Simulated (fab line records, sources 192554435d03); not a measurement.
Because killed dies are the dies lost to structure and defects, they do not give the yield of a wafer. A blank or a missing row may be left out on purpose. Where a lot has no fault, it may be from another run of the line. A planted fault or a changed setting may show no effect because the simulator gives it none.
fab line records	flow n5Finfet
record lots=7	wafers=21
route steps=1938 shown BEOL_M12@1602 BEOL_M13@1665 BEOL_M15@1776 MIM_BOT_ETCH@1866 PASSIVATION@1929
startH: start of the lot's first displayed wafer, in hours after the record's first day	waitH: hours since the lot's step before	" as in the row above	L1.1+2: a row that stands for several wafers	- no value, or no start given	* or withheld: withheld	< > ~ a bound
route shown NAME@n: names a module that has steps shown in the file, with the first one's number in the route	usual: the fault-free wafers' mean and standard deviation	same: alike in all rows	chamber/n: place in a boat	sites: the reading at each site	_std_site: standard deviation of those values	_edge_site: mean of outer sites minus mean of inner sites	radiusMm: for every site, how far away it sits from the centre of the wafer	mask NAME#n: copy n	behind: the most recent tool/chamber to have shaped the wafer	hold: why the lot was held/for how many hours/how that ended	device: transistor that didn't switch, given as n, p or np	end of line: tests of these same wafers at the route's end	a step without rows: its recipe alone	killed: at the first sort, the dies lost to defects and structure; wafer yield is something else	map: a wafer's dies, x killed, . not, _ none there
set.NAME: setting as actually run; set.NAME@STEP: the setting as run at that earlier step	model.NAME: the simulator's own value behind a step, which no gauge read
one table per step and one row per wafer, for lots whose settings were changed on purpose
## steps
# step N5_BEOL_M12_ILD_DEP_00
# recipe material=SiOC	targetThkA=6589.2	tempC=350	precursor=DEMS/O2	pressureTorr=5	rfW=500	timeS=130.7
lot.wafer	tool	chamber	startH	waitH	set.timeS	model.SiOC_of_BEOL_M12_ILD_DEP_00.thkNm
L075.1	pecvd-03	1	232.58	0.0	130.7	667
L075.4	"	1	"	"	130.7	676
L075.6	"	2	"	"	130.7	676.4
L077.2	pecvd-04	1	236.96	0.0	112.5	564.8
L077.3	"	0	"	"	130.7	655.4
L077.4	"	1	"	"	112.5	569
L076.1	pecvd-04	2	238.88	0.0	130.7	641.4
L076.4	"	0	"	"	130.7	651.4
L076.6	"	1	"	"	130.7	653.8
L078.1	pecvd-03	0	247.43	0.0	130.7	656.4
L078.4	"	2	"	"	130.7	679
L078.6	"	0	"	"	130.7	671.6
L080.1	pecvd-02	2	259.34	0.0	130.7	650.2
L080.4	"	0	"	"	130.7	659.2
L080.6	"	1	"	"	130.7	670.2
L079.1	pecvd-04	2	259.49	0.0	115	583.4
L079.3	"	0	"	"	130.7	649.6
L079.4	"	2	"	"	130.7	660
L094.4	pecvd-03	1	339.47	0.1	130.7	666.2
L094.5	"	0	"	"	130.7	667.8
L094.6	"	2	"	"	118.2	606.2
# step N5_BEOL_M12_THK_MEAS_01
# recipe reads=SiOC_of_BEOL_M12_ILD_DEP_00
# usual M12_ILD_THK=660/9.1
lot.wafer	tool	chamber	startH	waitH	set.timeS@BEOL_M12_ILD_DEP_00	M12_ILD_THK[nm]
L075.1	filmMetro-02	-	232.76	0.1	130.7	667
L075.4	"	-	"	"	130.7	676
L075.6	"	-	"	"	130.7	677
L077.2	filmMetro-02	-	237.10	0.1	112.5	564
L077.3	"	-	"	"	130.7	655
L077.4	"	-	"	"	112.5	569
L076.1	filmMetro-01	-	239.01	0.1	130.7	642
L076.4	"	-	"	"	130.7	651
L076.6	"	-	"	"	130.7	654
L078.1	filmMetro-01	-	247.56	0.1	130.7	656
L078.4	"	-	"	"	130.7	679
L078.6	"	-	"	"	130.7	672
L080.1	filmMetro-01	-	259.47	0.1	130.7	651
L080.4	"	-	"	"	130.7	659
L080.6	"	-	"	"	130.7	670
L079.1	filmMetro-01	-	259.62	0.1	115	583
L079.3	"	-	"	"	130.7	649
L079.4	"	-	"	"	130.7	660
L094.4	filmMetro-01	-	339.56	0.0	130.7	666
L094.5	"	-	"	"	130.7	668
L094.6	"	-	"	"	118.2	606
# step N5_BEOL_M12_COAT_04
# recipe spinRpm=1625	resistThkNm=400
lot.wafer	tool	chamber	startH	waitH	set.spinRpm	model.coat_of_BEOL_M12_COAT_04.thkNm
L075.1	lithoTrack-03	0	-	-	1625	398.2
L075.4+6	"	0	"	"	1625	398.6
L077.2	lithoTrack-04	0	-	-	1675	392.8
L077.3	"	0	"	"	1625	399.8
L077.4	"	0	"	"	1625	398.8
L076.1	lithoTrack-02	0	-	-	1493	416
L076.4	"	0	"	"	1493	416.2
L076.6	"	0	"	"	1493	417.8
L078.1	lithoTrack-02	0	-	-	1625	400.4
L078.4	"	0	"	"	1734	387
L078.6	"	0	"	"	1734	388
L080.1	lithoTrack-04	0	-	-	1625	401.2
L080.4+6	"	0	"	"	1625	401.8
L079.1+3	lithoTrack-02	0	-	-	1625	399
L079.4	"	0	"	"	1625	400.4
L094.4	lithoTrack-04	0	-	-	1625	401.8
L094.5	"	0	"	"	1625	400
L094.6	"	0	"	"	1625	400.8
# step N5_BEOL_M12_EBR_06
# recipe solvent=PGMEA	ebrWidthMm=1.5
# step N5_BEOL_M12_SOFTBAKE_05
# recipe tempC=130	timeS=60
# step N5_BEOL_M12_DESCUM_15
# recipe chemistry=O2	timeS=7.9	sourcePowerW=50	biasPowerW=20	pressureMtorr=20	rfFrequencyHz=2.712e+07	tempC=40	o2FlowSccm=225
lot.wafer	tool	chamber	startH	waitH	set.spinRpm@BEOL_M12_COAT_04	model.coat_of_BEOL_M12_COAT_04.thkNm
L075.1	rieDiel-01	3	233.15	0.0	1625	380.2
L075.4+6	"	0	"	"	1625	380.4
L077.2	rieDiel-06	1	237.49	0.0	1675	374.8
L077.3	"	3	"	"	1625	381.6
L077.4	"	0	"	"	1625	380.6
L076.1	rieDiel-02	2	239.58	0.1	1493	397.8
L076.4	"	1	"	"	1493	398
L076.6	"	1	"	"	1493	399.6
L078.1	rieDiel-06	2	248.08	0.0	1625	382.2
L078.4	"	0	"	"	1734	369
L078.6	"	2	"	"	1734	369.8
L080.1	rieDiel-02	0	259.87	0.0	1625	383
L080.4+6	"	2,0	"	"	1625	383.6
L079.1	rieDiel-06	2	260.15	0.1	1625	381
L079.3	"	0	"	"	1625	380.8
L079.4	"	1	"	"	1625	382.4
L094.4	rieDiel-02	0	340.09	0.0	1625	383.6
L094.5	"	2	"	"	1625	381.8
L094.6	"	1	"	"	1625	382.6
# step N5_BEOL_M12_ETCH_59
# recipe chemistry=N2/H2	target=BARC	targetDepthA=890	overetchA=267	timeS=67.9	ionEnergyEv=200	pressureMtorr=30	sourceW=840	biasW=150	n2FlowSccm=200	h2FlowSccm=200
lot.wafer	tool	chamber	startH	waitH	set.spinRpm@BEOL_M12_COAT_04	model.coat_of_BEOL_M12_COAT_04.thkNm
L075.1	rieDiel-01	3	233.19	0.0	1625	317.4
L075.4	"	0	"	"	1625	314.6
L075.6	"	0	"	"	1625	315.4
L077.2	rieDiel-06	1	237.52	0.0	1675	312.4
L077.3	"	3	"	"	1625	317.2
L077.4	"	0	"	"	1625	317
L076.1	rieDiel-02	2	239.61	0.0	1493	332
L076.4	"	1	"	"	1493	332.4
L076.6	"	1	"	"	1493	334
L078.1	rieDiel-06	2	248.12	0.0	1625	316.8
L078.4	"	0	"	"	1734	304.6
L078.6	"	2	"	"	1734	304
L080.1	rieDiel-02	0	259.91	0.0	1625	318
L080.4+6	"	2,0	"	"	1625	318.8
L079.1	rieDiel-06	2	260.19	0.0	1625	315.6
L079.3	"	0	"	"	1625	316.8
L079.4	"	1	"	"	1625	319.8
L094.4	rieDiel-02	0	340.13	0.0	1625	318.8
L094.5	"	2	"	"	1625	316.6
L094.6	"	1	"	"	1625	317
# step N5_BEOL_M12_VIA_ETCH_16
# recipe chemistry=C4F8/O2/Ar	target=SiOC	pressureMtorr=30	sourceW=3000	biasW=700	Ar_flow_sccm=400	C4F8_flow_sccm=15	O2_flow_sccm=8	heInnerTorr=15	heOuterTorr=30	targetDepthA=7248	timeS=withheld	ionEnergyEv=250	ends=cleared
lot.wafer	tool	chamber	startH	waitH	set.timeS@BEOL_M12_ILD_DEP_00	model.etch.depthNm	model.coat_of_BEOL_M12_COAT_04.thkNm
L075.1	rieDiel-01	3	233.24	0.0	*	667.1	120.6
L075.4	"	0	"	"	*	676	115.2
L075.6	"	0	"	"	*	676.5	115.8
L077.2	rieDiel-06	1	237.57	0.0	*	564.7	146
L077.3	"	3	"	"	*	655.4	123.8
L077.4	"	0	"	"	*	568.9	149.2
L076.1	rieDiel-02	2	239.67	0.0	*	641.4	142.8
L076.4	"	1	"	"	*	651.3	140.2
L076.6	"	1	"	"	*	653.8	141
L078.1	rieDiel-06	2	248.17	0.0	*	656.5	123
L078.4	"	0	"	"	*	679.1	104.2
L078.6	"	2	"	"	*	671.5	105.8
L080.1	rieDiel-02	0	259.96	0.0	*	650.2	126.2
L080.4	"	2	"	"	*	659.2	124.4
L080.6	"	0	"	"	*	670.1	121.2
L079.1	rieDiel-06	2	260.24	0.0	*	583.4	143.4
L079.3	"	0	"	"	*	649.6	125
L079.4	"	1	"	"	*	660	125
L094.4	rieDiel-02	0	340.25	0.1	*	666.2	122.2
L094.5	"	2	"	"	*	667.8	119.6
L094.6	"	1	"	"	*	606.1	138.2
# step N5_BEOL_M12_STRIP_63
# recipe chemistry=N2/H2	powerW=1000	tempC=250	h2Frac=0.65	overashFraction=0.3	pressureMtorr=1000	n2FlowSccm=1750	h2FlowSccm=3250
# usual stripTimeToEndpointS=42.3/0.88
lot.wafer	tool	chamber	startH	waitH	set.timeS@BEOL_M12_ILD_DEP_00	stripTimeToEndpointS
L075.1	plasmaAsher-02	1	233.44	-	130.7	41.8
L075.4	"	0	"	"	130.7	40.4
L075.6	"	1	"	"	130.7	40.5
L077.2	plasmaAsher-01	1	237.77	-	112.5	48.6
L077.3	"	0	"	"	130.7	42.7
L077.4	"	1	"	"	112.5	49.4
L076.1	plasmaAsher-02	1	239.87	-	130.7	47.8
L076.4	"	1	"	"	130.7	47.1
L076.6	"	1	"	"	130.7	47.3
L078.1	plasmaAsher-01	1	248.37	-	130.7	42.5
L078.4	"	1	"	"	130.7	37.4
L078.6	"	1	"	"	130.7	37.8
L080.1	plasmaAsher-01	1	260.16	-	130.7	43.4
L080.4	"	1	"	"	130.7	42.8
L080.6	"	0	"	"	130.7	42.0
L079.1	plasmaAsher-01	0	260.44	-	115	47.9
L079.3	"	1	"	"	130.7	43.0
L079.4	"	0	"	"	130.7	43.0
L094.4	plasmaAsher-01	1	340.38	-	130.7	42.3
L094.5	"	0	"	"	130.7	41.6
L094.6	"	1	"	"	118.2	46.5
# step N5_BEOL_M13_EXPOSE_07
# recipe maskId=V12	na=0.93	sourceShape=conventional	sigmaOuter=0.6	polarization=unpolarized	attpsmPhaseDeg=180	doseMj=24.8
lot.wafer	tool	chamber	startH	waitH	mask	set.doseMj
L075.1+4+6	krfScanner-02	0	238.33	-	V12#0	24.8
L077.2	krfScanner-01	0	240.95	-	V12#0	26.22
L077.3+4	"	0	"	"	V12#0	24.8
L076.1+4	krfScanner-01	0	243.40	-	V12#0	24.8
L076.6	"	0	"	"	V12#0	26.61
L078.1+4+6	krfScanner-01	0	252.47	-	V12#0	24.8
L080.1+4	krfScanner-02	0	267.53	-	V12#0	24.8
L080.6	"	0	"	"	V12#0	23.2
L079.1+3	krfScanner-02	0	267.67	-	V12#0	24.8
L079.4	"	0	"	"	V12#0	25.35
L094.4+5	krfScanner-01	0	346.48	-	V12#0	24.8
L094.6	"	0	"	"	V12#0	23.85
# step N5_BEOL_M13_PEB_08
# recipe pebTempC=130	pebTimeS=90
# step N5_BEOL_M13_DEVELOP_09
# recipe developTimeS=45	rinseLiquid=diw	dry=airSpin	devTempC=21
# step N5_BEOL_M13_HARDBAKE_14
# recipe tempC=130	timeS=120
# step N5_BEOL_M13_CD_MEAS_10
# recipe targetCdNm=190	landingEnergyEv=500	detector=seInlens	polarity=opening
# usual cdNm=189.2/1.4
lot.wafer	tool	chamber	startH	waitH	set.doseMj@BEOL_M13_EXPOSE_07	cdNm
L075.1	cdSem-03	0	238.50	-	24.8	190.7
L075.4	"	0	"	"	24.8	190.8
L075.6	"	0	"	"	24.8	188.8
L077.2	cdSem-02	0	241.11	-	26.22	195.1
L077.3	"	0	"	"	24.8	189.9
L077.4	"	0	"	"	24.8	190.6
L076.1	cdSem-03	0	243.57	-	24.8	189.8
L076.4	"	0	"	"	24.8	189.0
L076.6	"	0	"	"	26.61	197.7
L078.1	cdSem-01	0	252.64	-	24.8	187.3
L078.4	"	0	"	"	24.8	188.7
L078.6	"	0	"	"	24.8	189.4
L080.1	cdSem-02	0	267.70	-	24.8	189.1
L080.4	"	0	"	"	24.8	187.5
L080.6	"	0	"	"	23.2	181.0
L079.1	cdSem-02	0	267.84	-	24.8	188.4
L079.3	"	0	"	"	24.8	188.8
L079.4	"	0	"	"	25.35	191.9
L094.4	cdSem-01	0	346.64	-	24.8	185.7
L094.5	"	0	"	"	24.8	185.7
L094.6	"	0	"	"	23.85	182.9
# step N5_BEOL_M13_ETCH_59
# recipe chemistry=N2/H2	target=BARC	targetDepthA=890	overetchA=267	timeS=67.9	ionEnergyEv=200	pressureMtorr=30	sourceW=840	biasW=150	n2FlowSccm=200	h2FlowSccm=200
lot.wafer	tool	chamber	startH	waitH	set.timeS	model.coat_of_BEOL_M13_COAT_04.thkNm
L075.1	rieDiel-05	3	238.62	0.0	67.9	314.4
L075.4	"	2	"	"	67.9	317.4
L075.6	"	3	"	"	67.9	313.6
L077.2	rieDiel-03	2	241.32	0.0	67.9	317
L077.3	"	1	"	"	77.19	307
L077.4	"	0	"	"	77.19	304.2
L076.1	rieDiel-03	2	243.87	0.0	67.9	319
L076.4	"	0	"	"	56.91	325.8
L076.6	"	1	"	"	56.91	327.8
L078.1	rieDiel-04	2	253.01	0.0	56.65	328.4
L078.4	"	0	"	"	56.65	330.2
L078.6	"	1	"	"	56.65	328.8
L080.1	rieDiel-05	2	267.83	0.0	67.9	316.6
L080.4	"	3	"	"	67.9	314
L080.6	"	3	"	"	67.9	313.8
L079.1	rieDiel-03	3	267.97	0.0	67.9	314.4
L079.3	"	1	"	"	77.39	307.6
L079.4	"	2	"	"	67.9	317.6
L094.4	rieDiel-04	1	346.76	0.0	72.37	314.2
L094.5	"	1	"	"	67.9	321
L094.6	"	2	"	"	67.9	314.2
# step N5_BEOL_M13_VIA_ETCH_16
# recipe chemistry=C4F8/O2/Ar	target=SiOC	pressureMtorr=30	sourceW=3000	biasW=700	Ar_flow_sccm=400	C4F8_flow_sccm=15	O2_flow_sccm=8	heInnerTorr=15	heOuterTorr=30	targetDepthA=9217	timeS=withheld	ionEnergyEv=250	ends=cleared
# step N5_BEOL_M13_STRIP_63
# recipe chemistry=N2/H2	powerW=1000	tempC=250	h2Frac=0.65	overashFraction=0.3	pressureMtorr=1000	n2FlowSccm=1750	h2FlowSccm=3250
# step N5_BEOL_M13_STRIP_71
# recipe chemistry=postEtchResidueRemover	timeS=60	tempC=25	removerPh=withheld	removerWaterWtPct=withheld	removerFluorideWtPct=withheld
# step N5_BEOL_M13_SRD_72
# recipe timeS=30	tempC=23	rinseLiquid=diw	dry=n2Spin	spinRpm=1500	dryTimeS=30
# step N5_BEOL_M13_CD_MEAS_17
# recipe targetCdNm=190	polarity=opening
# usual cdNm=190.0/1.7
lot.wafer	tool	chamber	startH	waitH	set.doseMj@BEOL_M13_EXPOSE_07	cdNm
L075.1	cdSem-03	-	239.12	0.0	24.8	190.4
L075.4	"	-	"	"	24.8	190.3
L075.6	"	-	"	"	24.8	188.5
L077.2	cdSem-03	-	241.82	0.0	26.22	196.8
L077.3	"	-	"	"	24.8	193.6
L077.4	"	-	"	"	24.8	194.3
L076.1	cdSem-01	-	244.37	0.0	24.8	191.4
L076.4	"	-	"	"	24.8	188.4
L076.6	"	-	"	"	26.61	197.4
L078.1	cdSem-01	-	253.50	0.0	24.8	186.2
L078.4	"	-	"	"	24.8	186.5
L078.6	"	-	"	"	24.8	189.5
L080.1	cdSem-03	-	268.32	0.0	24.8	191.3
L080.4	"	-	"	"	24.8	188.2
L080.6	"	-	"	"	23.2	180.5
L079.1	cdSem-02	-	268.46	0.0	24.8	188.2
L079.3	"	-	"	"	24.8	192.5
L079.4	"	-	"	"	25.35	193.0
L094.4	cdSem-02	-	347.26	0.0	24.8	189.4
L094.5	"	-	"	"	24.8	187.1
L094.6	"	-	"	"	23.85	183.5
# step N5_BEOL_M15_COAT_04
# recipe spinRpm=1704	resistThkNm=800
lot.wafer	tool	chamber	startH	waitH	set.spinRpm	model.coat_of_BEOL_M15_COAT_04.thkNm
L075.1	lithoTrack-01	0	-	-	1704	797.8
L075.4	"	0	"	"	1704	799
L075.6	"	0	"	"	1704	800.6
L077.2	lithoTrack-03	0	-	-	1704	801.6
L077.3	"	0	"	"	1704	803.4
L077.4	"	0	"	"	1651	812
L076.1	lithoTrack-02	0	-	-	1704	802.2
L076.4	"	0	"	"	1704	800.4
L076.6	"	0	"	"	1554	837.4
L078.1	lithoTrack-02	0	-	-	1704	799.4
L078.4	"	0	"	"	1704	798.4
L078.6	"	0	"	"	1704	797.8
L079.1	lithoTrack-02	0	-	-	1704	798.2
L079.3+4	"	0	"	"	1591	826.2
L080.1	lithoTrack-02	0	-	-	1539	841.8
L080.4	"	0	"	"	1704	799
L080.6	"	0	"	"	1704	801
L094.4+6	lithoTrack-02	0	-	-	1704	798.4
L094.5	"	0	"	"	1704	801
# step N5_BEOL_M15_EBR_06
# recipe solvent=PGMEA	ebrWidthMm=1.5
# step N5_BEOL_M15_SOFTBAKE_05
# recipe tempC=130	timeS=60
# step N5_BEOL_M15_DESCUM_15
# recipe chemistry=O2	timeS=7.9	sourcePowerW=50	biasPowerW=20	pressureMtorr=20	rfFrequencyHz=2.712e+07	tempC=40	o2FlowSccm=225
# step N5_BEOL_M15_ETCH_59
# recipe chemistry=N2/H2	target=BARC	targetDepthA=890	overetchA=267	timeS=67.9	ionEnergyEv=200	pressureMtorr=30	sourceW=840	biasW=150	n2FlowSccm=200	h2FlowSccm=200
lot.wafer	tool	chamber	startH	waitH	set.spinRpm@BEOL_M15_COAT_04	model.coat_of_BEOL_M15_COAT_04.thkNm
L075.1	rieDiel-05	0	250.46	0.0	1704	716.4
L075.4	"	1	"	"	1704	719.8
L075.6	"	0	"	"	1704	718.4
L077.2	rieDiel-03	0	250.62	0.0	1704	716.6
L077.3	"	0	"	"	1704	719
L077.4	"	3	"	"	1651	726.8
L076.1	rieDiel-04	1	253.97	0.0	1704	721.4
L076.4	"	0	"	"	1704	717.4
L076.6	"	2	"	"	1554	753.2
L078.1	rieDiel-04	0	267.94	0.0	1704	716.2
L078.4	"	3	"	"	1704	715.6
L078.6	"	0	"	"	1704	714.8
L079.1	rieDiel-04	2	278.59	0.0	1704	713.4
L079.3	"	1	"	"	1591	745.4
L079.4	"	0	"	"	1591	742.6
L080.1	rieDiel-04	1	279.00	0.0	1539	761.4
L080.4	"	0	"	"	1704	716
L080.6	"	0	"	"	1704	717.8
L094.4	rieDiel-04	3	359.64	0.0	1704	715.8
L094.5	"	0	"	"	1704	715.2
L094.6	"	2	"	"	1704	713
# step N5_MIM_BOT_ETCH_ETCH_04
# recipe chemistry=CF4/O2	target=SiNx	targetDepthA=260	timeS=13	ionEnergyEv=100	pressureMtorr=40	sourceW=535	biasW=49	Ar_flow_sccm=100	cf4FlowSccm=100	O2_flow_sccm=10
lot.wafer	tool	chamber	startH	waitH	set.timeS	model.etch.depthNm
L075.1	rieDiel-02	0	262.23	0.0	13	26.11
L075.4	"	2	"	"	13	25.95
L075.6	"	0	"	"	13	26.24
L077.2	rieDiel-01	3	262.27	0.0	15.61	30.36
L077.3	"	1	"	"	13	25.14
L077.4	"	1	"	"	15.61	30.34
L076.1	rieDiel-02	3	267.80	0.1	11.3	22.47
L076.4	"	3	"	"	11.3	22.54
L076.6	"	3	"	"	11.3	22.56
L078.1	rieDiel-02	3	277.64	0.1	11.68	23.13
L078.4	"	3	"	"	13	25.78
L078.6	"	3	"	"	11.68	23.08
L079.1	rieDiel-02	1	298.73	0.0	13	26.51
L079.3	"	0	"	"	10.85	22.13
L079.4	"	1	"	"	10.85	22.24
L080.1	rieDiel-01	1	302.87	0.0	13	26.71
L080.4	"	3	"	"	11.13	22.17
L080.6	"	0	"	"	11.13	23.65
L094.4	rieDiel-06	1	369.66	0.0	13	25.36
L094.5	"	0	"	"	12.03	23.96
L094.6	"	3	"	"	12.03	24.13
# step N5_MIM_BOT_ETCH_ETCH_03
# recipe chemistry=Cl2/BCl3	targetDepthA=120	pressureMtorr=8	icpW=800	biasW=100	Cl2_flow_sccm=20	bcl3FlowSccm=80
lot.wafer	tool	chamber	startH	waitH	set.icpW	model.etch.depthNm
L075.1	rieMetal-02	0	262.32	0.1	800	11.84
L075.4	"	0	"	"	800	11.74
L075.6	"	0	"	"	800	11.78
L077.2	rieMetal-01	1	262.36	0.1	800	12.24
L077.3	"	0	"	"	800	12.32
L077.4	"	1	"	"	800	12.22
L076.1	rieMetal-02	0	267.93	0.1	800	11.63
L076.4	"	0	"	"	800	11.7
L076.6	"	0	"	"	682.4	10.08
L078.1	rieMetal-01	1	277.76	0.1	800	12.29
L078.4	"	0	"	"	800	12.37
L078.6	"	1	"	"	800	12.28
L079.1	rieMetal-03	0	298.82	0.1	800	12.38
L079.3	"	0	"	"	836.2	12.88
L079.4	"	1	"	"	800	12.04
L080.1	rieMetal-01	1	302.96	0.1	853.1	12.92
L080.4	"	0	"	"	853.1	13.29
L080.6	"	1	"	"	853.1	12.95
L094.4	rieMetal-01	1	369.78	0.1	866.1	13.14
L094.5	"	1	"	"	800	12.15
L094.6	"	0	"	"	800	12.44
# step N5_PASSIVATION_PASS_ETCH_47
# recipe chemistry=CF4/O2	target=SiNx	targetDepthA=7700	timeS=385	ionEnergyEv=100	pressureMtorr=40	sourceW=535	biasW=49	Ar_flow_sccm=100	cf4FlowSccm=100	O2_flow_sccm=10
lot.wafer	tool	chamber	startH	waitH	set.timeS	model.etch.depthNm
L077.2	rieDiel-06	0	267.34	0.0	385	772.9
L077.3	"	3	"	"	385	779.1
L077.4	"	1	"	"	346.7	672.7
L075.1	rieDiel-01	2	269.09	0.0	385	773.6
L075.4	"	3	"	"	385	770.1
L075.6	"	1	"	"	385	762.6
L076.1	rieDiel-02	3	275.10	0.0	385	764.7
L076.4	"	0	"	"	358.7	716.6
L076.6	"	3	"	"	385	757.7
L078.1	rieDiel-02	1	283.80	0.0	385	780.5
L078.4	"	3	"	"	385	766.1
L078.6	"	0	"	"	385	771.7
L079.1	rieDiel-01	0	305.29	0.0	306.5	643.9
L079.3	"	1	"	"	385	782.9
L079.4	"	2	"	"	385	778
L080.1	rieDiel-02	1	308.43	0.0	426.5	868.1
L080.4	"	3	"	"	385	750.2
L080.6	"	1	"	"	385	787.9
L094.4	rieDiel-06	0	377.58	0.0	454.8	904.8
L094.5	"	0	"	"	385	766.7
L094.6	"	3	"	"	454.8	908.6
## key
split step=N5_BEOL_M12_ILD_DEP_00	setting=timeS	stated=130.7	by=wafer
response step=N5_BEOL_M12_ILD_DEP_00	reading=model.SiOC_of_BEOL_M12_ILD_DEP_00.thkNm	change=+6.22	per=1%	r=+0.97
response step=N5_BEOL_M12_THK_MEAS_01	reading=M12_ILD_THK	change=+6.23	per=1%	r=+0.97
response step=N5_BEOL_M12_VIA_ETCH_16	reading=model.etch.depthNm	change=+6.22	per=1%	r=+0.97
response step=N5_BEOL_M12_VIA_ETCH_16	reading=model.coat_of_BEOL_M12_COAT_04.thkNm	change=-1.67	per=1%	r=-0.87
response step=N5_BEOL_M12_STRIP_63	reading=stripTimeToEndpointS	change=*	per=1%	r=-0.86
split step=N5_BEOL_M12_COAT_04	setting=spinRpm	stated=1625	by=wafer
response step=N5_BEOL_M12_COAT_04	reading=model.coat_of_BEOL_M12_COAT_04.thkNm	change=-1.96	per=1%	r=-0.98
response step=N5_BEOL_M12_DESCUM_15	reading=model.coat_of_BEOL_M12_COAT_04.thkNm	change=-1.93	per=1%	r=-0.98
response step=N5_BEOL_M12_ETCH_59	reading=model.coat_of_BEOL_M12_COAT_04.thkNm	change=-1.81	per=1%	r=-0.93
split step=N5_BEOL_M13_EXPOSE_07	setting=doseMj	stated=24.8	by=wafer
response step=N5_BEOL_M13_CD_MEAS_10	reading=cdNm	change=+1.04	per=1%	r=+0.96
response step=N5_BEOL_M13_CD_MEAS_17	reading=cdNm	change=+1.05	per=1%	r=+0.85
split step=N5_BEOL_M13_ETCH_59	setting=timeS	stated=67.9	by=wafer
response step=N5_BEOL_M13_ETCH_59	reading=model.coat_of_BEOL_M13_COAT_04.thkNm	change=-0.614	per=1%	r=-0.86
split step=N5_BEOL_M15_COAT_04	setting=spinRpm	stated=1704	by=wafer
response step=N5_BEOL_M15_COAT_04	reading=model.coat_of_BEOL_M15_COAT_04.thkNm	change=-4.17	per=1%	r=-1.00
response step=N5_BEOL_M15_ETCH_59	reading=model.coat_of_BEOL_M15_COAT_04.thkNm	change=-4.27	per=1%	r=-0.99
split step=N5_MIM_BOT_ETCH_ETCH_04	setting=timeS	stated=13	by=wafer
response step=N5_MIM_BOT_ETCH_ETCH_04	reading=model.etch.depthNm	change=+0.257	per=1%	r=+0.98
split step=N5_MIM_BOT_ETCH_ETCH_03	setting=icpW	stated=800	by=wafer
response step=N5_MIM_BOT_ETCH_ETCH_03	reading=model.etch.depthNm	change=+0.109	per=1%	r=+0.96
split step=N5_PASSIVATION_PASS_ETCH_47	setting=timeS	stated=385	by=wafer
response step=N5_PASSIVATION_PASS_ETCH_47	reading=model.etch.depthNm	change=+7.67	per=1%	r=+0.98
